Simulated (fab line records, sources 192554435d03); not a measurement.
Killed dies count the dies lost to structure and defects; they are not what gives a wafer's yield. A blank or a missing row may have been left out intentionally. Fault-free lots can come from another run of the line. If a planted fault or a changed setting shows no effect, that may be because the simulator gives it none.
fab line records ; flow n5Finfet
[record] lots = 7; wafers = 21
route steps=1938 shown BEOL_M14@1716 MIM_BOT_LITHO@1858 PASSIVATION@1929
startH: start of the lot's first displayed wafer, in hours after the record's first day ; waitH: hours from the lot's prior step to this one ; " same as the row above ; L1.1+2: a row that stands for several wafers ; - no value, or no start given ; * or withheld: withheld ; < > ~ a bound
route shown NAME@n: NAME is a module with steps in the file, n the number in the route of the first one ; usual: average and standard deviation across the fault-free wafers ; same: alike in all rows ; chamber/n: place in a boat ; sites: each site's reading ; _std_site: the standard deviation of these ; _edge_site: inner sites' mean taken away from outer sites' mean ; radiusMm: for every site, how far away it sits from the centre of the wafer ; mask NAME#n: copy n ; behind: the most recent tool/chamber to have shaped the wafer ; hold: reason for holding the lot/hours on hold/outcome of the hold ; device: whichever transistor did not switch (one of n, p or np) ; end of line: tests run on the same wafers once the route is complete ; where a step has no rows: the recipe by itself ; killed: count of dies lost to structure and defects at first sort (not the wafer's yield) ; map: dies across one wafer; x = killed, . = not, _ = none there
set.NAME: the run value of the setting; set.NAME@STEP: its run value at that earlier step ; model.NAME: the simulator's own value behind a step, which no gauge read
one table per step and one row per wafer, for lots whose settings were changed on purpose
[[steps]]
[step N5_BEOL_M14_ILD_DEP_00]
[recipe] material = SiO2; targetThkA = 11193; tempC = 400; precursor = TEOS/O2; pressureTorr = 6.5; rfW = 900; teosFlowSccm = 161.4; gas = O2; flowSccm = 2650; timeS = 237.4
lot.wafer;tool;chamber;startH;waitH;set.tempC;model.SiO2_of_BEOL_M14_ILD_DEP_00.thkNm
L074.1;pecvd-03;0;257.63;0.0;400;1129
L074.2;pecvd-03;2;257.63;0.0;400;1121
L074.3;pecvd-03;1;257.63;0.0;400;1124
L076.1;pecvd-03;0;276.43;0.0;400;1120
L076.5;pecvd-03;1;276.43;0.0;400;1139
L076.6;pecvd-03;0;276.43;0.0;394.9;1194
L080.2;pecvd-03;1;281.88;0.0;400;1118
L080.4;pecvd-03;2;281.88;0.0;400;1142
L080.5;pecvd-03;1;281.88;0.0;400;1146
L090.2;pecvd-03;1;350.25;0.0;392.5;1196
L090.3;pecvd-03;2;350.25;0.0;400;1139
L090.4;pecvd-03;2;350.25;0.0;400;1143
L089.2;pecvd-03;2;358.06;0.0;400;1118
L089.4;pecvd-03;2;358.06;0.0;400;1131
L089.6;pecvd-03;0;358.06;0.0;400;1144
L092.1;pecvd-03;2;360.15;0.0;400;1113
L092.2;pecvd-03;0;360.15;0.0;393.6;1188
L092.6;pecvd-03;2;360.15;0.0;400;1142
L093.2;pecvd-04;0;386.82;0.0;400;1096
L093.3;pecvd-04;1;386.82;0.0;403.5;1075
L093.6;pecvd-04;0;386.82;0.0;403.5;1085
[step N5_BEOL_M14_THK_MEAS_01]
[recipe] reads = SiO2_of_BEOL_M14_ILD_DEP_00
[usual] M14_ILD_THK = 1124/15
lot.wafer;tool;chamber;startH;waitH;set.tempC@BEOL_M14_ILD_DEP_00;M14_ILD_THK[nm]
L074.1;filmMetro-01;-;257.82;0.1;400;1129
L074.2;filmMetro-01;-;257.82;0.1;400;1120
L074.3;filmMetro-01;-;257.82;0.1;400;1124
L076.1;filmMetro-01;-;276.62;0.1;400;1121
L076.5;filmMetro-01;-;276.62;0.1;400;1139
L076.6;filmMetro-01;-;276.62;0.1;394.9;1193
L080.2;filmMetro-02;-;282.07;0.1;400;1116
L080.4;filmMetro-02;-;282.07;0.1;400;1143
L080.5;filmMetro-02;-;282.07;0.1;400;1146
L090.2;filmMetro-02;-;350.44;0.1;392.5;1196
L090.3;filmMetro-02;-;350.44;0.1;400;1140
L090.4;filmMetro-02;-;350.44;0.1;400;1144
L089.2;filmMetro-01;-;358.25;0.1;400;1117
L089.4;filmMetro-01;-;358.25;0.1;400;1131
L089.6;filmMetro-01;-;358.25;0.1;400;1144
L092.1;filmMetro-01;-;360.34;0.1;400;1113
L092.2;filmMetro-01;-;360.34;0.1;393.6;1188
L092.6;filmMetro-01;-;360.34;0.1;400;1140
L093.2;filmMetro-01;-;387.01;0.1;400;1097
L093.3;filmMetro-01;-;387.01;0.1;403.5;1075
L093.6;filmMetro-01;-;387.01;0.1;403.5;1086
[step N5_BEOL_M14_EXPOSE_07]
[recipe] maskId = V13; na = 0.8; sourceShape = annular; sigmaInner = 0.5; sigmaOuter = 0.8; polarization = unpolarized; attpsmPhaseDeg = 180; doseMj = 57
lot.wafer;tool;chamber;startH;waitH;mask;set.doseMj
L074.1+2+3;krfScanner-01;0;257.95;-;V13#0;57
L076.1;krfScanner-01;0;277.90;-;V13#0;60.32
L076.5+6;krfScanner-01;0;277.90;-;V13#0;57
L080.2+4;krfScanner-01;0;282.21;-;V13#0;54.13
L080.5;krfScanner-01;0;282.21;-;V13#0;57
L090.2+3+4;krfScanner-02;0;350.71;-;V13#0;57
L089.2+4+6;krfScanner-02;0;358.39;-;V13#0;57
L092.1+2;krfScanner-02;0;360.47;-;V13#0;57
L092.6;krfScanner-02;0;360.47;-;V13#0;55.35
L093.2+3+6;krfScanner-02;0;387.15;-;V13#0;57
[step N5_BEOL_M14_PEB_08]
[recipe] pebTempC = 130; pebTimeS = 90
[step N5_BEOL_M14_DEVELOP_09]
[recipe] developTimeS = 45; rinseLiquid = diw; dry = airSpin; devTempC = 21
[step N5_BEOL_M14_HARDBAKE_14]
[recipe] tempC = 130; timeS = 120
[step N5_BEOL_M14_CD_MEAS_10]
[recipe] targetCdNm = 250; landingEnergyEv = 500; detector = seInlens; polarity = opening
[usual] cdNm = 249.6/1.7
lot.wafer;tool;chamber;startH;waitH;set.doseMj@BEOL_M14_EXPOSE_07;cdNm
L074.1;cdSem-02;0;258.13;-;57;249.4
L074.2;cdSem-02;0;258.13;-;57;249.3
L074.3;cdSem-02;0;258.13;-;57;249.3
L076.1;cdSem-01;0;278.08;-;60.32;261.8
L076.5;cdSem-01;0;278.08;-;57;250.9
L076.6;cdSem-01;0;278.08;-;57;250.0
L080.2;cdSem-01;0;282.38;-;54.13;240.6
L080.4;cdSem-01;0;282.38;-;54.13;239.5
L080.5;cdSem-01;0;282.38;-;57;247.9
L090.2;cdSem-01;0;350.88;-;57;252.3
L090.3;cdSem-01;0;350.88;-;57;251.1
L090.4;cdSem-01;0;350.88;-;57;251.4
L089.2;cdSem-01;0;358.56;-;57;248.9
L089.4;cdSem-01;0;358.56;-;57;248.5
L089.6;cdSem-01;0;358.56;-;57;248.2
L092.1;cdSem-02;0;360.64;-;57;247.1
L092.2;cdSem-02;0;360.64;-;57;245.7
L092.6;cdSem-02;0;360.64;-;55.35;243.9
L093.2;cdSem-03;0;387.32;-;57;248.6
L093.3;cdSem-03;0;387.32;-;57;248.1
L093.6;cdSem-03;0;387.32;-;57;247.9
[step N5_BEOL_M14_DESCUM_15]
[recipe] chemistry = O2; timeS = 7.9; sourcePowerW = 50; biasPowerW = 20; pressureMtorr = 20; rfFrequencyHz = 2.712e+07; tempC = 40; o2FlowSccm = 225
[step N5_BEOL_M14_ETCH_59]
[recipe] chemistry = N2/H2; target = BARC; targetDepthA = 890; overetchA = 267; timeS = 67.9; ionEnergyEv = 200; pressureMtorr = 30; sourceW = 840; biasW = 150; n2FlowSccm = 200; h2FlowSccm = 200
[step N5_BEOL_M14_VIA_ETCH_16]
[recipe] chemistry = C4F8/O2/Ar; target = SiO2; heInnerTorr = 15; heOuterTorr = 30; targetDepthA = 12313; timeS = withheld; ionEnergyEv = 800; pressureMtorr = 20; sourceW = 1905; biasW = 2040; Ar_flow_sccm = 400; C4F8_flow_sccm = 16; O2_flow_sccm = 12; ends = cleared
lot.wafer;tool;chamber;startH;waitH;set.tempC@BEOL_M14_ILD_DEP_00;model.etch.depthNm
L074.1;rieDiel-06;2;258.30;0.0;400;1129
L074.2;rieDiel-06;3;258.30;0.0;400;1121
L074.3;rieDiel-06;1;258.30;0.0;400;1124
L076.1;rieDiel-06;1;278.73;0.0;400;1120
L076.5;rieDiel-06;3;278.73;0.0;400;1139
L076.6;rieDiel-06;2;278.73;0.0;394.9;1194
L080.2;rieDiel-06;3;283.87;0.0;400;1118
L080.4;rieDiel-06;2;283.87;0.0;400;1142
L080.5;rieDiel-06;0;283.87;0.0;400;1146
L090.2;rieDiel-05;3;351.05;0.0;392.5;1196
L090.3;rieDiel-05;0;351.05;0.0;400;1139
L090.4;rieDiel-05;2;351.05;0.0;400;1143
L089.2;rieDiel-01;3;358.74;0.0;400;1118
L089.4;rieDiel-01;0;358.74;0.0;400;1131
L089.6;rieDiel-01;1;358.74;0.0;400;1144
L092.1;rieDiel-05;3;360.85;0.0;400;1113
L092.2;rieDiel-05;2;360.85;0.0;393.6;1188
L092.6;rieDiel-05;3;360.85;0.0;400;1142
L093.2;rieDiel-01;3;388.08;0.0;400;1096
L093.3;rieDiel-01;0;388.08;0.0;403.5;1075
L093.6;rieDiel-01;3;388.08;0.0;403.5;1085
[step N5_BEOL_M14_STRIP_63]
[recipe] chemistry = O2; powerW = 600; tempC = 60; pressureMtorr = 30; rfFrequencyHz = 6e+07; biasPowerW = 0; overashFraction = 0.3; o2FlowSccm = 225
[step N5_BEOL_M14_STRIP_64]
[recipe] chemistry = O2; powerW = 600; tempC = 60; pressureMtorr = 30; rfFrequencyHz = 6e+07; biasPowerW = 0; overashFraction = 0.3; o2FlowSccm = 225
[step N5_BEOL_M14_STRIP_71]
[recipe] chemistry = postEtchResidueRemover; timeS = 60; tempC = 25; removerPh = withheld; removerWaterWtPct = withheld; removerFluorideWtPct = withheld
[step N5_BEOL_M14_SRD_72]
[recipe] timeS = 30; tempC = 23; rinseLiquid = diw; dry = n2Spin; spinRpm = 1500; dryTimeS = 30
[step N5_BEOL_M14_CD_MEAS_17]
[recipe] targetCdNm = 250; polarity = opening
[usual] cdNm = 250.7/2.1
lot.wafer;tool;chamber;startH;waitH;set.doseMj@BEOL_M14_EXPOSE_07;cdNm
L074.1;cdSem-03;-;258.65;0.0;57;248.8
L074.2;cdSem-03;-;258.65;0.0;57;252.7
L074.3;cdSem-03;-;258.65;0.0;57;250.4
L076.1;cdSem-01;-;279.07;0.0;60.32;263.9
L076.5;cdSem-01;-;279.07;0.0;57;252.5
L076.6;cdSem-01;-;279.07;0.0;57;250.3
L080.2;cdSem-03;-;284.22;0.0;54.13;243.7
L080.4;cdSem-03;-;284.22;0.0;54.13;237.6
L080.5;cdSem-03;-;284.22;0.0;57;249.0
L090.2;cdSem-01;-;351.40;0.0;57;253.6
L090.3;cdSem-01;-;351.40;0.0;57;251.7
L090.4;cdSem-01;-;351.40;0.0;57;253.5
L089.2;cdSem-03;-;359.08;0.0;57;250.1
L089.4;cdSem-03;-;359.08;0.0;57;250.3
L089.6;cdSem-03;-;359.08;0.0;57;248.0
L092.1;cdSem-01;-;361.20;0.0;57;246.7
L092.2;cdSem-01;-;361.20;0.0;57;246.2
L092.6;cdSem-01;-;361.20;0.0;55.35;245.1
L093.2;cdSem-02;-;388.43;0.0;57;249.5
L093.3;cdSem-02;-;388.43;0.0;57;249.8
L093.6;cdSem-02;-;388.43;0.0;57;249.3
[step N5_BEOL_M14_SPUTTER_44]
[recipe] material = Ta; targetThkA = 150; tempC = 50; biasV = 80; powerW = 15000; chamberPressurePa = 0.07; timeS = 24.19
lot.wafer;tool;chamber;startH;waitH;set.powerW;model.Ta_of_BEOL_M14_SPUTTER_44.thkNm
L074.1+2;pvdSputter-03;-;262.40;0.0;15000;14.8
L074.3;pvdSputter-03;-;262.40;0.0;14120;14.2
L076.1;pvdSputter-02;-;280.80;0.0;15000;15
L076.5;pvdSputter-02;-;280.80;0.0;15000;14.8
L076.6;pvdSputter-02;-;280.80;0.0;16750;16.8
L080.2+4+5;pvdSputter-02;-;287.24;0.0;15000;14.8
L090.2+3+4;pvdSputter-01;-;361.11;0.0;15000;14.6
L089.2+4+6;pvdSputter-03;-;361.59;0.0;15000;15.2
L092.1+6;pvdSputter-03;-;363.39;0.0;15000;15
L092.2;pvdSputter-03;-;363.39;0.0;15000;14.8
L093.2+6;pvdSputter-02;-;390.63;0.0;15000;14.8
L093.3;pvdSputter-02;-;390.63;0.0;15000;15
[step N5_MIM_BOT_LITHO_EXPOSE_05]
[recipe] maskId = MIM_BOT; na = 0.55; sourceShape = conventional; sigmaOuter = 0.8; polarization = unpolarized; doseMj = 24.25
lot.wafer;tool;chamber;startH;waitH;mask;set.doseMj
L074.1;krfScanner-01;0;287.97;-;MIM_BOT#0;23.74
L074.2+3;krfScanner-01;0;287.97;-;MIM_BOT#0;24.25
L076.1+5+6;krfScanner-01;0;296.14;-;MIM_BOT#0;24.25
L080.2;krfScanner-01;0;310.66;-;MIM_BOT#0;23.23
L080.4+5;krfScanner-01;0;310.66;-;MIM_BOT#0;24.25
L090.2+3;krfScanner-02;0;374.82;-;MIM_BOT#0;22.53
L090.4;krfScanner-02;0;374.82;-;MIM_BOT#0;24.25
L089.2+4+6;krfScanner-02;0;382.16;-;MIM_BOT#0;24.25
L092.1;krfScanner-01;0;386.16;-;MIM_BOT#0;22.9
L092.2+6;krfScanner-01;0;386.16;-;MIM_BOT#0;24.25
L093.2+3+6;krfScanner-01;0;405.03;-;MIM_BOT#0;24.25
[step N5_MIM_BOT_LITHO_PEB_06]
[recipe] pebTempC = withheld; pebTimeS = *
[step N5_MIM_BOT_LITHO_DEVELOP_07]
[recipe] developTimeS = 60; rinseLiquid = diw; dry = airSpin; devTempC = 21
[step N5_MIM_BOT_LITHO_HARDBAKE_09]
[recipe] tempC = 130; timeS = 120
[step N5_MIM_BOT_LITHO_CD_MEAS_08]
[recipe] targetCdNm = 3000; landingEnergyEv = 500; detector = seInlens; polarity = opening
[usual] cdNm = 2999.9/2.2
lot.wafer;tool;chamber;startH;waitH;set.doseMj@MIM_BOT_LITHO_EXPOSE_05;cdNm
L074.1;cdSem-02;0;288.15;-;23.74;2995.0
L074.2;cdSem-02;0;288.15;-;24.25;3000.5
L074.3;cdSem-02;0;288.15;-;24.25;3000.4
L076.1;cdSem-02;0;296.32;-;24.25;2997.9
L076.5;cdSem-02;0;296.32;-;24.25;3001.3
L076.6;cdSem-02;0;296.32;-;24.25;2998.3
L080.2;cdSem-01;0;310.83;-;23.23;2989.7
L080.4;cdSem-01;0;310.83;-;24.25;3002.3
L080.5;cdSem-01;0;310.83;-;24.25;2997.4
L090.2;cdSem-03;0;374.99;-;22.53;2988.6
L090.3;cdSem-03;0;374.99;-;22.53;2983.7
L090.4;cdSem-03;0;374.99;-;24.25;2998.7
L089.2;cdSem-03;0;382.33;-;24.25;3002.4
L089.4;cdSem-03;0;382.33;-;24.25;3001.6
L089.6;cdSem-03;0;382.33;-;24.25;2999.2
L092.1;cdSem-02;0;386.34;-;22.9;2988.2
L092.2;cdSem-02;0;386.34;-;24.25;2998.4
L092.6;cdSem-02;0;386.34;-;24.25;2999.3
L093.2;cdSem-02;0;405.20;-;24.25;3000.1
L093.3;cdSem-02;0;405.20;-;24.25;2999.3
L093.6;cdSem-02;0;405.20;-;24.25;2997.8
[step N5_PASSIVATION_PASS_ETCH_47]
[recipe] chemistry = CF4/O2; target = SiNx; targetDepthA = 7700; timeS = 385; ionEnergyEv = 100; pressureMtorr = 40; sourceW = 535; biasW = 49; Ar_flow_sccm = 100; cf4FlowSccm = 100; O2_flow_sccm = 10
[usual] rfVppV = 239/3.9
lot.wafer;tool;chamber;startH;waitH;set.sourceW;rfVppV;model.etch.depthNm
L074.1;rieDiel-05;2;293.78;0.0;535;240;759
L074.2;rieDiel-05;3;293.78;0.0;535;236;760.8
L074.3;rieDiel-05;1;293.78;0.0;535;239;796.9
L076.1;rieDiel-06;1;302.51;0.0;535;240;742.1
L076.5;rieDiel-06;2;302.51;0.0;470.9;264;683.1
L076.6;rieDiel-06;3;302.51;0.0;535;234;775.2
L080.2;rieDiel-01;1;316.83;0.0;535;241;765.6
L080.4;rieDiel-01;3;316.83;0.0;463.1;253;714.3
L080.5;rieDiel-01;3;316.83;0.0;463.1;254;701.9
L090.2;rieDiel-06;3;380.28;0.0;574.5;226;828.9
L090.3;rieDiel-06;0;380.28;0.0;574.5;223;779.7
L090.4;rieDiel-06;1;380.28;0.0;574.5;230;796.6
L089.2;rieDiel-05;3;388.80;0.0;535;236;790.7
L089.4;rieDiel-05;0;388.80;0.0;535;244;786.8
L089.6;rieDiel-05;2;388.80;0.0;535;240;761.2
L092.1;rieDiel-06;2;392.47;0.0;535;243;752.2
L092.2;rieDiel-06;3;392.47;0.0;613.5;218;874.8
L092.6;rieDiel-06;0;392.47;0.0;535;232;746
L093.2;rieDiel-05;1;411.88;0.0;535;239;788.6
L093.3;rieDiel-05;2;411.88;0.0;535;241;758
L093.6;rieDiel-05;1;411.88;0.0;568;232;830.1
[step N5_PASSIVATION_ETCH_54]
[recipe] chemistry = CHF3/O2; target = SiO2; targetDepthA = 8800; CHF3_flow_sccm = 50; O2_flow_sccm = 5; Ar_flow_sccm = 200; timeS = 440; maskMaterial = PR; pressureMtorr = 30; sourceW = 650; biasW = 170; ionEnergyEv = 200
[usual] rfVppV = 520/8
lot.wafer;tool;chamber;startH;waitH;set.biasW;rfVppV
L074.1;rieDiel-05;2;294.01;0.1;160.2;500
L074.2;rieDiel-05;3;294.01;0.1;170;509
L074.3;rieDiel-05;1;294.01;0.1;170;521
L076.1;rieDiel-06;1;302.74;0.1;170;519
L076.5;rieDiel-06;2;302.74;0.1;170;531
L076.6;rieDiel-06;3;302.74;0.1;170;512
L080.2;rieDiel-01;1;317.06;0.1;143.9;459
L080.4;rieDiel-01;3;317.06;0.1;170;512
L080.5;rieDiel-01;3;317.06;0.1;143.9;448
L090.2;rieDiel-06;3;380.51;0.1;170;510
L090.3;rieDiel-06;0;380.51;0.1;170;507
L090.4;rieDiel-06;1;380.51;0.1;170;519
L089.2;rieDiel-05;3;389.03;0.1;170;516
L089.4;rieDiel-05;0;389.03;0.1;170;531
L089.6;rieDiel-05;2;389.03;0.1;170;521
L092.1;rieDiel-06;2;392.70;0.1;170;530
L092.2;rieDiel-06;3;392.70;0.1;170;510
L092.6;rieDiel-06;0;392.70;0.1;170;507
L093.2;rieDiel-05;1;412.11;0.1;170;520
L093.3;rieDiel-05;2;412.11;0.1;170;521
L093.6;rieDiel-05;1;412.11;0.1;140.9;448
[[key]]
[split] step = N5_BEOL_M14_ILD_DEP_00; setting = tempC; stated = 400; by = wafer
[response] step = N5_BEOL_M14_ILD_DEP_00; reading = model.SiO2_of_BEOL_M14_ILD_DEP_00.thkNm; change = -34.7; per = 1%; r = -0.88
[response] step = N5_BEOL_M14_THK_MEAS_01; reading = M14_ILD_THK; change = -34.7; per = 1%; r = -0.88
[response] step = N5_BEOL_M14_VIA_ETCH_16; reading = model.etch.depthNm; change = -34.7; per = 1%; r = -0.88
[split] step = N5_BEOL_M14_EXPOSE_07; setting = doseMj; stated = 57; by = wafer
[response] step = N5_BEOL_M14_CD_MEAS_10; reading = cdNm; change = +1.66; per = 1%; r = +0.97
[response] step = N5_BEOL_M14_CD_MEAS_17; reading = cdNm; change = +1.75; per = 1%; r = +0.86
[split] step = N5_BEOL_M14_SPUTTER_44; setting = powerW; stated = 15000; by = wafer
[response] step = N5_BEOL_M14_SPUTTER_44; reading = model.Ta_of_BEOL_M14_SPUTTER_44.thkNm; change = +0.151; per = 1%; r = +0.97
[split] step = N5_MIM_BOT_LITHO_EXPOSE_05; setting = doseMj; stated = 24.25; by = wafer
[response] step = N5_MIM_BOT_LITHO_CD_MEAS_08; reading = cdNm; change = +1.96; per = 1%; r = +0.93
[split] step = N5_PASSIVATION_PASS_ETCH_47; setting = sourceW; stated = 535; by = wafer
[response] step = N5_PASSIVATION_PASS_ETCH_47; reading = rfVppV; change = -1.39; per = 1%; r = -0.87
[response] step = N5_PASSIVATION_PASS_ETCH_47; reading = model.etch.depthNm; change = +6.71; per = 1%; r = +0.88
[split] step = N5_PASSIVATION_ETCH_54; setting = biasW; stated = 170; by = wafer
[response] step = N5_PASSIVATION_ETCH_54; reading = rfVppV; change = +3.96; per = 1%; r = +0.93
